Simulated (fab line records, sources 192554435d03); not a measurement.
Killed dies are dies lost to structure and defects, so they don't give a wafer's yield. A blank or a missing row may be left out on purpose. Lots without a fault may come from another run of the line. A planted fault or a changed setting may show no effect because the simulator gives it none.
fab line records | flow n5_finfet
record lots=10 wafers=29 last_day=19
route steps=1938 shown PMOS_HMC_CHANNEL_EPI@66 FIN_SAQP@94 BEOL_M4@1111 PASSIVATION@1936
lots that met no fault: from a run of the same line without faults
start_h: hours from the record's first day to the start of the lot's first wafer shown | wait_h: hours since the lot's step before | " the same as in the row above | L1.1+2: a row that stands for several wafers | - no value, or no start given | * or withheld: withheld | < > ~ a bound
route shown NAME@n: a module of which the file shows steps, and the number in the route of the first | usual: mean/standard deviation of fault-free wafers | same: alike in all rows | chamber/n: place in a boat | sites: the reading at each site | _std_site: their standard deviation | _edge_site: outer sites' mean less inner sites' | radius_mm: how far each site lies from the wafer's centre | mask NAME#n: copy n | behind: the tool/chamber that last shaped the wafer | hold: why the lot was held/for how many hours/how that ended | device: the transistor (n, p or np) that didn't switch | end of line: the same wafers' tests at the end of the route | a step without rows: its recipe alone | killed: dies lost to structure and defects at the first sort, not the wafer's yield | map: a wafer's dies, x killed, . not, _ none there
set.NAME: the setting as run; set.NAME@STEP: as run at that earlier step | model.NAME: the simulator's own value behind a step, which no gauge read
steps of the route over a sample of lots; a table a step, a row a wafer
services: from which hour (start_h, from the record's first day; less than 0 if before it) a tool's chamber was out of use, for how many hours, and why
## steps
# step N5_PMOS_HMC_CHANNEL_EPI_OVL_MEAS_10
# recipe points_per_wafer=44
# usual PMOS_HMC_BLK_OVL=0.2/0.65
# columns lot.wafer tool chamber start_h wait_h PMOS_HMC_BLK_OVL[nm]
L172.1 overlay-01 0 17.16 0.0 1.0
L172.4 " 0 " " 1.1
L172.6 " 0 " " 0.8
L174.3 overlay-02 0 29.01 0.0 0.1
L174.4 " 0 " " 0.7
L174.6 " 0 " " 0.6
L177.1 overlay-02 0 47.67 0.0 -0.8
L177.4 " 0 " " 0.2
L177.6 " 0 " " -0.1
L178.2 overlay-02 0 53.25 0.0 -0.9
L178.4 " 0 " " 0.4
L178.5 " 0 " " 0.1
L186.2 overlay-01 0 101.49 0.0 -0.1
L186.3 " 0 " " 0.0
L186.6 " 0 " " 0.0
L188.1 overlay-02 0 113.66 0.0 -0.9
L188.2 " 0 " " 0.2
L190.1 overlay-01 0 126.11 0.0 -1.7
L190.2 " 0 " " -1.2
L190.4 " 0 " " -0.1
L191.2 overlay-01 0 131.94 0.0 -0.2
L191.4 " 0 " " 0.5
L191.6 " 0 " " 0.7
L192.1 overlay-01 0 138.21 0.0 -1.8
L192.3 " 0 " " -0.7
L192.4 " 0 " " 0.1
L194.2 overlay-02 0 150.25 0.0 0.4
L194.5 " 0 " " 0.2
L194.6 " 0 " " 0.6
# step N5_PMOS_HMC_CHANNEL_EPI_INSPECT_11
# recipe mode=adi inspect_instrument=macro
# usual raw_defect_count=2.1/1.4
# columns lot.wafer tool chamber start_h wait_h raw_defect_count
L172.1 defect_inspect-01 - 17.18 0.0 4
L172.4 " - " " 1
L172.6 " - " " 3
L174.3 defect_inspect-02 - 29.04 0.0 4
L174.4 " - " " 5
L174.6 " - " " 1
L177.1 defect_inspect-01 - 47.69 0.0 2
L177.4 " - " " 3
L177.6 " - " " 1
L178.2 defect_inspect-01 - 53.27 0.0 2
L178.4 " - " " 3
L178.5 " - " " 1
L186.2 defect_inspect-01 - 101.52 0.0 3
L186.3 " - " " 3
L186.6 " - " " 1
L188.1 defect_inspect-01 - 113.68 0.0 1
L188.2 " - " " 2
L190.1 defect_inspect-01 - 126.14 0.0 1
L190.2 " - " " 3
L190.4 " - " " 1
L191.2 defect_inspect-02 - 131.97 0.0 2
L191.4 " - " " 4
L191.6 " - " " 0
L192.1 defect_inspect-02 - 138.24 0.0 1
L192.3 " - " " 1
L192.4 " - " " 1
L194.2 defect_inspect-01 - 150.28 0.0 1
L194.5 " - " " 5
L194.6 " - " " 2
# step N5_PMOS_HMC_CHANNEL_EPI_FIN_RECESS_16
# recipe chemistry=HBr/Cl2 target=Si mask_material=SiO2 target_depth_a=540 time_s=18 pressure_mtorr=10 icp_w=800 bias_w=75 HBr_flow_sccm=150 Cl2_flow_sccm=80
# usual HBr_flow_sccm=150.0/0.42 drypump_motor_current_A=5.8/0.41 oes_product_au=1.003/0.021 throttle_valve_pct=35.5/0.39
# same time_s=18
# columns lot.wafer tool chamber start_h wait_h HBr_flow_sccm drypump_motor_current_A oes_product_au rf_hours_counter_h throttle_valve_pct
L172.1 rie_si-06 3 17.67 0.0 150.3 5.6 0.960 13 35.8
L172.4 " 1 " " 150.0 5.6 0.991 197 35.8
L172.6 " 1 " " 150.5 5.6 0.994 - 35.8
L174.3 rie_si-02 1 29.52 0.0 150.7 6.6 0.983 22 35.2
L174.4 " 3 " " 150.1 6.2 1.010 60 36.0
L174.6 " 0 " " 149.9 5.8 1.034 - 35.3
L177.1 rie_si-06 0 48.18 0.0 150.6 6.1 0.979 48 36.1
L177.4 " 3 " " 150.3 5.7 0.977 14 35.8
L177.6 " 1 " " 150.0 5.6 0.985 - 35.8
L178.2 rie_si-04 0 53.76 0.0 149.8 5.4 1.015 138 35.6
L178.4 " 3 " " 150.6 6.1 0.990 57 35.2
L178.5 " 1 " " 150.4 5.7 1.011 - 35.0
L186.2 rie_si-06 2 102.01 0.0 150.1 5.1 1.029 56 35.6
L186.3 " 2 " " 150.1 5.1 1.023 - 35.6
L186.6 " 2 " " 150.3 5.1 1.031 - 35.7
L188.1 rie_si-02 0 114.17 0.0 150.2 5.9 1.042 134 35.3
L188.2 " 2 " " 149.6 5.9 1.013 58 34.9
L190.1 rie_si-02 3 127.04 0.0 149.7 6.2 1.015 62 36.0
L190.2 " 2 " " 149.5 5.9 1.004 58 34.9
L190.4 " 1 " " 150.2 6.6 0.970 24 35.2
L191.2 rie_si-04 2 133.27 0.0 149.5 5.5 1.025 59 35.1
L191.4 " 1 " " 150.4 5.6 1.014 147 35.0
L191.6 " 3 " " 149.7 6.1 0.997 - 35.2
L192.1 rie_si-06 2 140.50 0.0 149.7 5.1 1.028 56 35.6
L192.3 " 0 " " 150.3 6.1 0.971 50 36.1
L192.4 " 3 " " 150.2 5.7 0.984 16 35.8
L194.2 rie_si-02 1 150.98 0.0 149.7 6.6 0.989 24 35.2
L194.5 " 2 " " 150.3 5.9 1.019 - 34.9
L194.6 " 3 " " 149.9 6.2 1.019 - 36.0
# step N5_FIN_SAQP_ALD_61
# recipe material=SiO2 target_thk_a=40 temp_c=300 ald_precursor_family=BDEAS ald_co_reactant=O2-plasma pulse_time_s=1 purge_time_s=2 co_reactant_purge_time_s=2 ald_cycles=43 pressure_torr=2
# usual ald_cycles=43/0 heater_power_w=465/44 precursor_pulse_height_rel=1.001/0.024 susceptor_temp_C=300.01/0.21
# same co_reactant_purge_time_s=2
# columns lot.wafer tool chamber start_h wait_h ald_cycles heater_power_w precursor_pulse_height_rel susceptor_temp_C
L172.1 ald_sin-03 1 20.08 0.0 43 439 0.980 299.99
L172.4 " 0 " " 43 526 0.984 299.90
L172.6 " 1 " " 43 443 1.004 299.94
L174.3 ald_sin-03 2 32.33 0.0 43 470 1.026 299.93
L174.4 " 0 " " 43 522 0.992 299.55
L174.6 " 0 " " 43 513 1.012 299.92
L177.1 ald_sin-01 1 50.59 0.0 43 573 0.988 300.16
L177.4 " 0 " " 43 440 1.022 299.89
L177.6 " 0 " " 43 436 0.998 299.87
L178.2 ald_sin-02 3 56.17 0.0 43 529 1.008 299.85
L178.4 " 2 " " 43 412 0.951 299.80
L178.5 " 0 " " 43 399 0.981 300.07
L186.2 ald_sin-02 2 104.46 0.0 49 420 1.011 299.57
L186.3 " 3 " " 49 509 0.980 299.94
L186.6 " 0 " " 43 409 0.971 300.39
L188.1 ald_sin-02 0 117.13 0.0 43 416 0.980 299.72
L188.2 " 1 " " 49 459 1.002 300.20
L190.1 ald_sin-01 2 129.56 0.0 43 480 1.004 299.75
L190.2 " 3 " " 43 418 1.002 300.16
L190.4 " 0 " " 43 414 0.994 300.03
L191.2 ald_sin-01 0 136.23 0.1 43 428 0.989 300.10
L191.4 " 3 " " 43 405 0.957 299.99
L191.6 " 1 " " 43 524 1.011 299.85
L192.1 ald_sin-03 2 143.42 0.0 43 482 0.988 299.88
L192.3 " 0 " " 43 520 1.029 299.95
L192.4 " 1 " " 43 435 1.019 300.13
L194.2 ald_sin-01 3 155.35 0.0 43 406 0.964 299.93
L194.5 " 1 " " 43 542 0.994 300.12
L194.6 " 0 " " 43 405 0.997 300.01
# step N5_BEOL_M4_RC_MEAS_101
# usual DIBL_N=36.0/1.7 DIBL_P=36.2/1.9 IOFF_N=0.154/0.028 IOFF_P=0.21/0.036 ION_N=675/11 ION_P=463/8.3 SS_N=71.4/0.63 SS_P=73.2/0.55 VT_N=250.2/3 VT_P=-251/3.7
# columns lot.wafer tool chamber start_h wait_h DIBL_N[mV/V] DIBL_P[mV/V] IOFF_N[nA/um] IOFF_P[nA/um] ION_N[uA/um] ION_P[uA/um] SS_N[mV/dec] SS_P[mV/dec] VT_N[mV] VT_P[mV]
L172.1 prober-02 0 192.80 0.0 37.5 37.4 0.178 0.29 673 469 71.7 73.6 248.0 -242
L172.4 " 0 " " 34.2 33.4 0.133 0.23 672 475 70.0 73.3 251.1 -245
L172.6 " 0 " " 36.4 35.8 0.157 0.26 666 468 71.2 73.5 253.0 -243
L177.1 prober-01 0 262.57 0.0 38.5 40.8 0.191 0.23 689 469 71.7 73.7 247.8 -248
L177.4 " 0 " " 34.9 36.2 0.124 0.17 654 455 71.2 73.0 255.7 -254
L177.6 " 0 " " 37.2 39.1 0.178 0.20 700 465 71.2 74.1 246.3 -252
L178.2 prober-02 0 264.84 0.2 34.7 35.6 0.134 0.18 666 460 71.4 72.7 252.2 -252
L178.4 " 0 " " 35.7 36.4 0.155 0.20 679 461 71.4 72.8 248.9 -251
L178.5 " 0 " " 35.7 36.5 0.146 0.19 674 465 71.2 72.5 249.6 -251
L174.3 prober-01 0 307.21 0.3 34.5 35.1 0.143 0.19 664 458 71.8 73.2 250.0 -254
L174.4 " 0 " " 36.8 38.3 0.181 0.23 683 470 71.7 74.0 249.0 -251
L174.6 " 0 " " 37.0 39.3 0.202 0.26 688 469 72.3 73.5 244.7 -247
L188.1 prober-01 0 315.85 0.0 35.0 34.9 0.141 0.18 681 463 70.7 73.4 251.4 -255
L188.2 " 0 " " 35.8 35.0 0.147 0.18 667 456 71.2 73.4 253.0 -254
L186.2 prober-01 0 334.07 0.2 34.4 35.3 0.136 0.18 673 459 71.2 72.1 250.9 -252
L186.3 " 0 " " 36.4 36.9 0.170 0.21 685 470 71.1 73.6 245.4 -248
L186.6 " 0 " " 36.0 36.5 0.150 0.20 678 466 71.1 72.4 247.7 -248
L190.1 prober-02 0 339.42 0.0 37.2 37.0 0.177 0.23 681 468 71.8 73.7 250.5 -249
L190.2 " 0 " " 39.3 38.5 0.221 0.26 682 466 72.9 73.6 246.6 -246
L190.4 " 0 " " 36.8 36.7 0.175 0.24 687 474 70.9 74.0 247.1 -248
L191.2 prober-01 0 340.00 0.2 35.2 32.4 0.128 0.17 662 459 70.8 72.1 256.1 -253
L191.4 " 0 " " 33.8 32.5 0.107 0.17 669 462 70.2 72.8 258.0 -255
L191.6 " 0 " " 36.6 35.7 0.150 0.22 673 466 71.1 72.9 251.3 -248
L192.1 prober-01 0 342.37 0.0 35.8 35.9 0.150 0.18 663 453 71.1 72.5 251.4 -251
L192.3 " 0 " " 36.0 36.7 0.158 0.20 665 462 71.2 72.8 247.5 -249
L192.4 " 0 " " 39.1 38.8 0.214 0.23 697 468 71.9 73.2 244.7 -251
L194.2 prober-01 0 344.31 0.2 36.7 35.6 0.158 0.24 666 465 71.5 73.4 252.7 -247
L194.5 " 0 " " 37.2 37.2 0.174 0.26 677 471 71.2 73.7 247.7 -243
L194.6 " 0 " " 36.0 34.8 0.164 0.23 686 477 71.5 73.0 248.4 -247
# step N5_PASSIVATION_PROBE_49
# usual defect_limited_yield=90.9/1.4 killed_at_M0_to_M3=38/11 killed_at_M4_up=13/5.9 killed_at_contacts=14/6.4 killed_at_front_end=38/11 killed_at_other=3.3/2.5 killed_dies=107/16 killed_on_rim=14/3.6 killed_open=70/12 killed_short=35/7.7 sort_bin_5_function=5.3/0.94 sort_bin_6_memory=3.5/0.7 sort_n_pass=1073/16 sort_yield_pct=90.9/1.4
# same gross_dies=1180 killed_at_back_side=0 sort_bin_4_leakage[%]=0 sort_bin_8_speed[%]=0
# columns lot.wafer tool chamber start_h wait_h defect_limited_yield[%] killed_at_M0_to_M3 killed_at_M4_up killed_at_contacts killed_at_front_end killed_at_other killed_dies killed_on_rim killed_open killed_short sort_bin_5_function[%] sort_bin_6_memory[%] sort_n_pass sort_yield_pct[%]
L172.1 prober-01 - 290.92 0.0 91.5 38 8 17 36 1 100 10 65 35 5.0 3.3 1080 91.5
L172.4 prober-01 - 291.07 0.2 90.8 41 5 24 37 1 108 14 79 27 6.3 2.6 1072 90.8
L172.6 prober-01 - 291.17 0.3 90.8 46 18 13 29 2 108 16 64 44 4.8 3.9 1072 90.8
L178.2 prober-02 - 371.81 0.1 91.4 38 12 18 24 9 101 11 74 27 4.7 3.6 1079 91.4
L178.4 prober-02 - 371.91 0.2 89.6 45 17 18 38 5 123 17 77 43 6.0 4.2 1057 89.6
L178.5 prober-02 - 371.96 0.2 91.1 34 16 11 35 9 105 14 67 36 6.3 2.1 1075 91.1
L177.1 prober-01 - 372.04 0.0 89.7 44 12 10 54 2 122 14 75 47 5.8 3.7 1058 89.7
L177.4 prober-01 - 372.19 0.2 93.2 33 12 9 25 1 80 12 60 18 3.7 2.8 1100 93.2
L177.6 prober-01 - 372.29 0.3 91.5 37 21 5 32 5 100 12 65 31 5.5 2.8 1080 91.5
L174.3 prober-02 - 418.45 0.1 89.9 35 12 21 39 12 119 17 76 43 6.0 3.7 1061 89.9
L174.4 prober-02 - 418.50 0.2 91.6 40 9 18 28 4 99 10 67 32 5.1 3.1 1081 91.6
L174.6 prober-02 - 418.60 0.3 91.6 19 13 14 48 5 99 14 67 32 4.7 3.2 1081 91.6
L188.1 prober-02 - 424.41 0.0 89.6 48 14 16 43 2 123 14 88 34 6.3 3.8 1057 89.6
L188.2 prober-02 - 424.46 0.1 90.6 50 12 22 24 3 111 18 73 32 6.1 2.8 1069 90.6
L186.2 prober-02 - 449.86 0.1 91.0 54 12 12 26 2 106 13 74 31 4.5 4.2 1074 91.0
L186.3 prober-02 - 449.91 0.1 89.9 58 8 13 39 1 119 19 87 32 6.0 3.8 1061 89.9
L186.6 prober-02 - 450.06 0.3 90.0 42 10 23 42 1 118 19 68 50 6.2 3.4 1062 90.0
L191.2 prober-01 - 459.15 0.1 92.9 22 17 12 31 2 84 14 56 25 4.1 3.0 1096 92.9
L191.4 prober-01 - 459.25 0.2 89.9 30 4 29 54 2 119 15 80 37 5.8 3.4 1061 89.9
L191.6 prober-01 - 459.35 0.3 91.0 34 8 22 39 3 106 11 69 34 5.4 3.1 1074 91.0
L190.1 prober-02 - 461.48 0.0 88.7 60 16 6 48 3 133 24 75 55 7.0 3.9 1047 88.7
L190.2 prober-02 - 461.53 0.1 89.5 54 5 11 51 3 124 12 81 42 6.2 4.0 1056 89.5
L190.4 prober-02 - 461.63 0.2 88.9 43 14 17 51 6 131 14 86 45 5.8 4.8 1049 88.9
L194.2 prober-01 - 463.96 0.1 90.3 56 6 8 39 5 114 12 81 33 5.6 3.6 1066 90.3
L194.5 prober-01 - 464.11 0.2 90.6 51 11 16 29 4 111 16 82 28 5.4 3.6 1069 90.6
L194.6 prober-01 - 464.16 0.3 90.3 47 12 18 38 0 115 14 79 36 6.0 3.1 1065 90.3
L192.1 prober-01 - 464.21 0.0 91.9 30 13 19 27 6 95 9 62 31 5.3 2.5 1085 91.9
L192.3 prober-01 - 464.31 0.1 92.1 29 4 14 41 5 93 12 63 30 4.5 3.2 1087 92.1
L192.4 prober-01 - 464.36 0.2 91.3 25 14 24 36 4 103 16 75 28 4.7 3.2 1077 91.3
# killed by level:class
L172.1 MOL_CONTACT_COAG:geometric_particle:open=16 BEOL_M3:geometric_particle:open=10 BEOL_M0_SAQP:geometric_particle:short=9 GATE_CUT:geometric_particle:short=7 BEOL_M0_SAQP:geometric_particle:open=7 DUMMY_GATE:geometric_particle:open=6 FIN_SAQP:geometric_particle:open=4 BEOL_M1:geometric_particle:open=4
L172.4 MOL_CONTACT_COAG:geometric_particle:open=21 BEOL_M0_SAQP:geometric_particle:open=17 FIN_SAQP:geometric_particle:open=13 BEOL_M0_SAQP:geometric_particle:short=9 GATE_CUT:geometric_particle:short=5 BEOL_M1:geometric_particle:open=4 BEOL_M2:geometric_particle:short=4 STARTING-WAFER:geometric_particle:open=4
L172.6 BEOL_M0_SAQP:geometric_particle:short=12 BEOL_M0_SAQP:geometric_particle:open=11 BEOL_M3:geometric_particle:open=9 BEOL_M4:geometric_particle:open=9 FIN_SAQP:geometric_particle:open=8 MOL_CONTACT_COAG:geometric_particle:open=8 FIN_SAQP:geometric_particle:short=7 MOL_CONTACT_COAG:geometric_particle:short=5
L178.2 BEOL_M3:geometric_particle:open=14 MOL_CONTACT_COAG:geometric_particle:open=13 FIN_SAQP:geometric_particle:open=8 BEOL_M2:geometric_particle:open=7 MOL_CONTACT_COAG:geometric_particle:short=5 BEOL_M0_SAQP:geometric_particle:open=5 BEOL_M1:geometric_particle:open=5 FIN_SAQP:geometric_particle:short=4
L178.4 MOL_CONTACT_COAG:geometric_particle:open=13 BEOL_M0_SAQP:geometric_particle:short=13 BEOL_M4:geometric_particle:open=12 FIN_SAQP:geometric_particle:short=9 BEOL_M3:geometric_particle:open=9 BEOL_M1:geometric_particle:open=8 BEOL_M2:geometric_particle:open=7 BEOL_M0_SAQP:geometric_particle:open=6
L178.5 BEOL_M2:geometric_particle:open=10 BEOL_M3:geometric_particle:open=9 STI_FIN_REVEAL:geometric_particle:open=8 MOL_CONTACT_COAG:geometric_particle:open=8 BEOL_M4:geometric_particle:open=8 FIN_SAQP:geometric_particle:open=6 PASS1_CAP:geometric_particle:short=6 FIN_SAQP:geometric_particle:short=5
L177.1 FIN_SAQP:geometric_particle:open=19 BEOL_M0_SAQP:geometric_particle:short=14 BEOL_M3:geometric_particle:open=14 FIN_SAQP:geometric_particle:short=11 STI_FIN_REVEAL:geometric_particle:open=9 BEOL_M0_SAQP:geometric_particle:open=7 BEOL_M2:geometric_particle:open=6 STI_FIN_REVEAL:geometric_particle:short=5
L177.4 MOL_CONTACT_COAG:geometric_particle:open=9 BEOL_M2:geometric_particle:open=8 BEOL_M3:geometric_particle:open=7 BEOL_M0_SAQP:geometric_particle:open=6 BEOL_M4:geometric_particle:open=6 STI_FIN_REVEAL:geometric_particle:open=5 BEOL_M0_SAQP:geometric_particle:short=5 GATE_CUT:geometric_particle:open=4
L177.6 BEOL_M0:geometric_particle:open=9 STI_FIN_REVEAL:geometric_particle:open=8 BEOL_M4:geometric_particle:open=8 FIN_SAQP:geometric_particle:short=7 BEOL_M0_SAQP:geometric_particle:open=7 BEOL_M3:geometric_particle:open=6 FIN_SAQP:geometric_particle:open=5 MOL_CONTACT_COAG:geometric_particle:open=5
L174.3 MOL_CONTACT_COAG:geometric_particle:open=17 FIN_SAQP:geometric_particle:open=13 BEOL_M0_SAQP:geometric_particle:short=8 BEOL_M2:geometric_particle:open=8 GATE_CUT:geometric_particle:short=6 BEOL_M0_SAQP:geometric_particle:open=6 BEOL_M1:geometric_particle:open=5 BEOL_M4:geometric_particle:open=5
L174.4 MOL_CONTACT_COAG:geometric_particle:open=16 BEOL_M2:geometric_particle:open=10 FIN_SAQP:geometric_particle:short=7 BEOL_M1:geometric_particle:open=7 BEOL_M0_SAQP:geometric_particle:open=7 FIN_SAQP:geometric_particle:open=6 BEOL_M2:geometric_particle:short=6 BEOL_M0_SAQP:geometric_particle:short=6
L174.6 FIN_SAQP:geometric_particle:open=13 FIN_SAQP:geometric_particle:short=11 MOL_CONTACT_COAG:geometric_particle:open=10 GATE_CUT:geometric_particle:short=8 BEOL_M2:geometric_particle:open=8 BEOL_M4:geometric_particle:open=5 STI_FIN_REVEAL:geometric_particle:open=4 MOL_CONTACT_COAG:geometric_particle:short=4
L188.1 FIN_SAQP:geometric_particle:open=17 MOL_CONTACT_COAG:geometric_particle:open=13 BEOL_M3:geometric_particle:open=12 BEOL_M0_SAQP:geometric_particle:open=12 BEOL_M0_SAQP:geometric_particle:short=10 STI_FIN_REVEAL:geometric_particle:open=7 FIN_SAQP:geometric_particle:short=6 BEOL_M1:geometric_particle:open=6
L188.2 BEOL_M3:geometric_particle:open=18 MOL_CONTACT_COAG:geometric_particle:open=15 BEOL_M0_SAQP:geometric_particle:open=8 BEOL_M0_SAQP:geometric_particle:short=8 MOL_CONTACT_COAG:geometric_particle:short=7 BEOL_M1:geometric_particle:open=7 STI_FIN_REVEAL:geometric_particle:open=4 BEOL_M1:geometric_particle:short=4
L186.2 BEOL_M2:geometric_particle:open=15 MOL_CONTACT_COAG:geometric_particle:open=9 BEOL_M0_SAQP:geometric_particle:open=8 BEOL_M0_SAQP:geometric_particle:short=7 BEOL_M2:geometric_particle:short=6 BEOL_M3:geometric_particle:open=6 STI_FIN_REVEAL:geometric_particle:open=5 BEOL_M1:geometric_particle:open=5
L186.3 BEOL_M2:geometric_particle:open=25 MOL_CONTACT_COAG:geometric_particle:open=11 BEOL_M0_SAQP:geometric_particle:open=9 BEOL_M2:geometric_particle:short=8 BEOL_M3:geometric_particle:open=7 FIN_SAQP:geometric_particle:open=6 DUMMY_GATE:geometric_particle:open=6 DUMMY_GATE:geometric_particle:short=5
L186.6 MOL_CONTACT_COAG:geometric_particle:open=14 FIN_SAQP:geometric_particle:short=12 BEOL_M0_SAQP:geometric_particle:short=12 MOL_CONTACT_COAG:geometric_particle:short=9 BEOL_M2:geometric_particle:open=8 FIN_SAQP:geometric_particle:open=6 BEOL_M3:geometric_particle:open=6 STI_FIN_REVEAL:geometric_particle:open=5
L191.2 BEOL_M4:geometric_particle:open=9 MOL_CONTACT_COAG:geometric_particle:open=8 FIN_SAQP:geometric_particle:short=7 FIN_SAQP:geometric_particle:open=7 BEOL_M0_SAQP:geometric_particle:open=5 BEOL_M0:geometric_particle:open=5 GATE_CUT:geometric_particle:short=4 MOL_CONTACT_COAG:geometric_particle:short=4
L191.4 MOL_CONTACT_COAG:geometric_particle:open=25 FIN_SAQP:geometric_particle:short=8 FIN_SAQP:geometric_particle:open=8 BEOL_M0_SAQP:geometric_particle:open=8 STI_FIN_REVEAL:geometric_particle:open=7 ILD0:geometric_particle:open=5 GATE_CUT:geometric_particle:short=5 BEOL_M3:geometric_particle:open=5
L191.6 FIN_SAQP:geometric_particle:open=18 MOL_CONTACT_COAG:geometric_particle:open=15 FIN_SAQP:geometric_particle:short=11 BEOL_M2:geometric_particle:open=10 BEOL_M0_SAQP:geometric_particle:open=6 MOL_CONTACT_COAG:geometric_particle:short=5 BEOL_M0_SAQP:geometric_particle:short=5 BEOL_M0:geometric_particle:open=4
L190.1 FIN_SAQP:geometric_particle:short=21 BEOL_M1:geometric_particle:open=13 BEOL_M0_SAQP:geometric_particle:short=11 BEOL_M2:geometric_particle:open=11 FIN_SAQP:geometric_particle:open=10 BEOL_M4:geometric_particle:open=9 BEOL_M3:geometric_particle:open=8 BEOL_M1:geometric_particle:short=4
L190.2 FIN_SAQP:geometric_particle:open=18 FIN_SAQP:geometric_particle:short=12 MOL_CONTACT_COAG:geometric_particle:open=10 BEOL_M3:geometric_particle:open=10 STI_FIN_REVEAL:geometric_particle:open=8 BEOL_M1:geometric_particle:open=8 BEOL_M1:geometric_particle:short=8 BEOL_M2:geometric_particle:open=8
L190.4 FIN_SAQP:geometric_particle:open=19 FIN_SAQP:geometric_particle:short=15 BEOL_M1:geometric_particle:open=13 MOL_CONTACT_COAG:geometric_particle:open=12 BEOL_M2:geometric_particle:open=10 GATE_CUT:geometric_particle:open=5 MOL_CONTACT_COAG:geometric_particle:short=5 BEOL_M4:geometric_particle:open=5
L194.2 BEOL_M1:geometric_particle:open=18 STI_FIN_REVEAL:geometric_particle:open=15 MOL_CONTACT_COAG:geometric_particle:open=8 BEOL_M3:geometric_particle:open=8 BEOL_M0_SAQP:geometric_particle:short=8 BEOL_M0_SAQP:geometric_particle:open=8 BEOL_M2:geometric_particle:open=6 GATE_CUT:geometric_particle:short=6
L194.5 BEOL_M1:geometric_particle:open=15 MOL_CONTACT_COAG:geometric_particle:open=12 BEOL_M3:geometric_particle:open=11 STI_FIN_REVEAL:geometric_particle:open=7 BEOL_M2:geometric_particle:open=7 DUMMY_GATE:geometric_particle:open=6 BEOL_M0_SAQP:geometric_particle:short=6 BEOL_M0_SAQP:geometric_particle:open=5
L194.6 STI_FIN_REVEAL:geometric_particle:open=14 MOL_CONTACT_COAG:geometric_particle:open=12 BEOL_M3:geometric_particle:open=12 BEOL_M1:geometric_particle:open=10 MOL_CONTACT_COAG:geometric_particle:short=6 BEOL_M0_SAQP:geometric_particle:open=6 BEOL_M1:geometric_particle:short=6 BEOL_M0_SAQP:geometric_particle:short=5
L192.1 MOL_CONTACT_COAG:geometric_particle:open=18 STI_FIN_REVEAL:geometric_particle:open=7 FIN_SAQP:geometric_particle:open=6 BEOL_M0_SAQP:geometric_particle:short=5 BEOL_M0:geometric_particle:open=5 BEOL_M2:geometric_particle:short=5 BEOL_M4:geometric_particle:open=4 GATE_CUT:geometric_particle:short=4
L192.3 FIN_SAQP:geometric_particle:open=12 MOL_CONTACT_COAG:geometric_particle:open=12 FIN_SAQP:geometric_particle:short=8 STI_FIN_REVEAL:geometric_particle:open=8 BEOL_M0_SAQP:geometric_particle:short=6 BEOL_M1:geometric_particle:open=6 BEOL_M0_SAQP:geometric_particle:open=5 STARTING-WAFER:geometric_particle:open=4
L192.4 MOL_CONTACT_COAG:geometric_particle:open=23 STI_FIN_REVEAL:geometric_particle:open=17 BEOL_M1:geometric_particle:open=10 FIN_SAQP:geometric_particle:short=7 STI_FIN_REVEAL:geometric_particle:short=6 BEOL_M4:geometric_particle:open=4 FIN_SAQP:geometric_particle:open=3 BEOL_M0_SAQP:geometric_particle:short=3
## services
# columns tool chamber start_h hours kind
rie_si-06 0 7.61 7.4 repair
ald_sin-02 0 47.97 1.5 repair
rie_si-02 - 62.72 0.8 repair
rie_si-04 - 74.08 0.7 repair
ald_sin-01 - 85.46 14.0 pm
ald_sin-01 0 85.46 14.0 vent_cycle
ald_sin-01 1 85.46 14.0 vent_cycle
ald_sin-01 2 85.46 14.0 vent_cycle
ald_sin-01 3 85.46 14.0 vent_cycle
rie_si-04 2 87.27 5.8 repair
rie_si-04 3 89.37 8.2 repair
rie_si-06 1 97.59 - clean
rie_si-06 1 97.59 25.1 scheduled_down
rie_si-06 1 97.59 25.1 vent_cycle
rie_si-02 3 98.19 16.3 repair
rie_si-06 3 98.29 6.3 repair
ald_sin-01 0 99.46 - clean
ald_sin-01 1 99.46 - clean
ald_sin-01 - 110.18 2.8 pm
ald_sin-03 - 110.86 1.4 repair
ald_sin-01 1 127.63 3.0 repair
rie_si-06 - 130.95 0.1 repair
rie_si-02 1 131.36 8.1 repair
rie_si-06 - 142.29 0.3 repair
## key
first_sign step=N5_FIN_SAQP_ALD_61 reading=ald_cycles direction=up sigmas=99+ usual=* struck=*
effect none on later readings
met_at N5_FIN_SAQP_ALD_61
struck_lots L186,L188
struck_wafers L186.2,L186.3,L188.2
not_acting_at N5_PMOS_HMC_CHANNEL_EPI_OVL_MEAS_10,N5_PMOS_HMC_CHANNEL_EPI_INSPECT_11,N5_PMOS_HMC_CHANNEL_EPI_FIN_RECESS_16
onset_between 56.17 104.46
fault kind=process_parameter_drift tool=ald_sin-02 chamber=- onset_h=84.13 steps=N5_FIN_SAQP_ALD_61 channel=ald_cycles offset=* shape=step end_h=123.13 scope=struck_wafers_only acts_in=* stated=*
